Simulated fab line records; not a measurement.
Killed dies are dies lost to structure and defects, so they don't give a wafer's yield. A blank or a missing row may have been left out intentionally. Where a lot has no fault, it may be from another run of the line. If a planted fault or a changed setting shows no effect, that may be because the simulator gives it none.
Which of the tools did it? :: flow n5Finfet :: 31 wafers from 11 lots sampled at 2 of the route's 1938 steps

## WHAT EACH GAUGE READ, for each wafer
N5_BEOL_M8_INSPECT_58: inspects for defects (darkfield).
lot: L290
measured: day 9 20:42
on: defectInspect-01
rawDefectCount: 59 60

lot: L294
measured: day 10 22:47
on: defectInspect-02
rawDefectCount: 115 78 62

lot: L293
measured: day 10 23:43
on: defectInspect-02
rawDefectCount: 53 88 64

lot: L301
measured: day 12 15:25
on: defectInspect-01
rawDefectCount: 44 74 86

lot: L300
measured: day 12 18:55
on: defectInspect-02
rawDefectCount: 84 35 42

lot: L302
measured: day 13 02:11
on: defectInspect-01
rawDefectCount: 88 94 109

lot: L303
measured: day 13 13:31
on: defectInspect-01
rawDefectCount: 78 68

lot: L304
measured: day 13 21:36
on: defectInspect-01
rawDefectCount: 82 57 61

lot: L307
measured: day 14 20:41
on: defectInspect-01
rawDefectCount: 75 47 94

lot: L311
measured: day 15 17:46
on: defectInspect-01
rawDefectCount: 980 1017 934

lot: L312
measured: day 15 19:35
on: defectInspect-02
rawDefectCount: 966 982 1012

## TOOL THAT RAN EACH LOT (tool first, then ch and the chambers of the sampled wafers, then the start)
lot: L290
N5_BEOL_M8_PRE_CLEAN_55: pecvd-01 ch 2, day 9 20:35

lot: L294
N5_BEOL_M8_PRE_CLEAN_55: pecvd-02 ch 0,1,2, day 10 22:40

lot: L293
N5_BEOL_M8_PRE_CLEAN_55: pecvd-01 ch 0,1,2, day 10 23:35

lot: L301
N5_BEOL_M8_PRE_CLEAN_55: pecvd-02 ch 0,1,2, day 12 15:17

lot: L300
N5_BEOL_M8_PRE_CLEAN_55: pecvd-02 ch 0,1,2, day 12 18:47

lot: L302
N5_BEOL_M8_PRE_CLEAN_55: pecvd-03 ch 0,1,2, day 13 02:04

lot: L303
N5_BEOL_M8_PRE_CLEAN_55: pecvd-03 ch 1,2, day 13 13:23

lot: L304
N5_BEOL_M8_PRE_CLEAN_55: pecvd-02 ch 0,1,2, day 13 21:29

lot: L307
N5_BEOL_M8_PRE_CLEAN_55: pecvd-01 ch 0,1,2, day 14 20:35

lot: L311
N5_BEOL_M8_PRE_CLEAN_55: pecvd-02 ch 0,1,2, day 15 17:38

lot: L312
N5_BEOL_M8_PRE_CLEAN_55: pecvd-02 ch 0,2, day 15 19:28
- N5_BEOL_M8_PRE_CLEAN_55: time 15 s.

## THE ANSWER, worked out from the rows above alone
Rule: usual is defined by the lots themselves. Put in order of their means at a reading, lots are off if they are a third of the lots or fewer, leave a main group of 4 or more, and stand apart from it by a gap of 3 or more times the standard deviation of the main group's means; of several such gaps the widest counts. The tables above print the reading to a certain number of digits; a main group whose means all agree to those digits is not used. A lot without any number at a reading at which 4 lots or more have one is off too. The other lots that the step has rows for count as sound.
Off at N5_BEOL_M8_INSPECT_58 (rawDefectCount): L311, L312. The main group has a mean of 71 with a standard deviation of 12.
If a tool, at a process step before that reading, ran all the lots that are off and no sound lot after the first of them, it fits. Gauges at N5_BEOL_M8_INSPECT_58: tried the same way as those tools. One fits: N5_BEOL_M8_PRE_CLEAN_55 on pecvd-02. Its last sound lot is L304 (day 13 21:29), its first lot that is off L311 (day 15 17:38): a fault that began between those two fits.

## WHAT HAD BEEN PUT IN BY THE SIMULATOR
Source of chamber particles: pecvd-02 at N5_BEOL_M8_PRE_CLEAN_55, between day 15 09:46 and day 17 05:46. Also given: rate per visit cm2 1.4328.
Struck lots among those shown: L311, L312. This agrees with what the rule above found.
